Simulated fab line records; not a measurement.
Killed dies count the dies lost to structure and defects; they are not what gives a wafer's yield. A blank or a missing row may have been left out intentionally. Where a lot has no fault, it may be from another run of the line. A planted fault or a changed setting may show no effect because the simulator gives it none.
Matching of chambers || flow n5Finfet || pecvd-03 running N5_BEOL_M0_SAQP_PECVD_04: 3 sister chambers
The step deposits a-Si from SiH4/He, target thk 60 nm, time 60.2 s. 3 wafers are shown with their chamber, then 12 later ones without.

## WAFERS PAIRED WITH THEIR CHAMBERS
{"wafer": "L087.1", "chamber": 0, "showerheadPlenumPTorr (Torr)": 5.67}
{"wafer": "L087.3", "chamber": 2, "showerheadPlenumPTorr (Torr)": 5.62}
{"wafer": "L087.5", "chamber": 1, "showerheadPlenumPTorr (Torr)": 5.77}

## WAFERS MISSING THEIR CHAMBER
{"wafer": "L089.1", "showerheadPlenumPTorr (Torr)": 5.73}
{"wafer": "L089.2", "showerheadPlenumPTorr (Torr)": 5.59}
{"wafer": "L089.5", "showerheadPlenumPTorr (Torr)": 5.61}
{"wafer": "L090.3", "showerheadPlenumPTorr (Torr)": 5.62}
{"wafer": "L090.5", "showerheadPlenumPTorr (Torr)": 5.62}
{"wafer": "L090.6", "showerheadPlenumPTorr (Torr)": 5.67}
{"wafer": "L095.3", "showerheadPlenumPTorr (Torr)": 5.59}
{"wafer": "L095.4", "showerheadPlenumPTorr (Torr)": 5.60}
{"wafer": "L095.5", "showerheadPlenumPTorr (Torr)": 5.76}
{"wafer": "L096.3", "showerheadPlenumPTorr (Torr)": 5.75}
{"wafer": "L096.4", "showerheadPlenumPTorr (Torr)": 5.68}
{"wafer": "L096.5", "showerheadPlenumPTorr (Torr)": 5.62}

## WHICH CHAMBER EACH ONE RAN IN
{"wafer": "L089.1", "from the rows above": "can't be placed: 1 or 0", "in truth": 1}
{"wafer": "L089.2", "from the rows above": 2, "in truth": 2}
{"wafer": "L089.5", "from the rows above": 2, "in truth": 2}
{"wafer": "L090.3", "from the rows above": 2, "in truth": 2}
{"wafer": "L090.5", "from the rows above": 2, "in truth": 2}
{"wafer": "L090.6", "from the rows above": 0, "in truth": 0}
{"wafer": "L095.3", "from the rows above": 2, "in truth": 2}
{"wafer": "L095.4", "from the rows above": 2, "in truth": 2}
{"wafer": "L095.5", "from the rows above": 1, "in truth": 1}
{"wafer": "L096.3", "from the rows above": 1, "in truth": 1}
{"wafer": "L096.4", "from the rows above": 0, "in truth": 0}
{"wafer": "L096.5", "from the rows above": 2, "in truth": 2}
Placed correctly: 11 of 12. These rows do not allow placing 1 (true chamber among the candidates in 1). Wrongly placed: 0.
How it was worked out, from the rows above alone: a wafer's distance from a chamber is the root of the sum, over the readings, of the square of ((its reading less the chamber's mean) divided by the reading's scatter). The wafer belongs to the nearest chamber; if the next one is less than 2 further off, it can't be placed. The mean given for a chamber averages the wafers shown for that chamber. The scatter: with one shown wafer a chamber, the root of the mean of the squares of how far each hidden wafer lies from its nearest shown one.
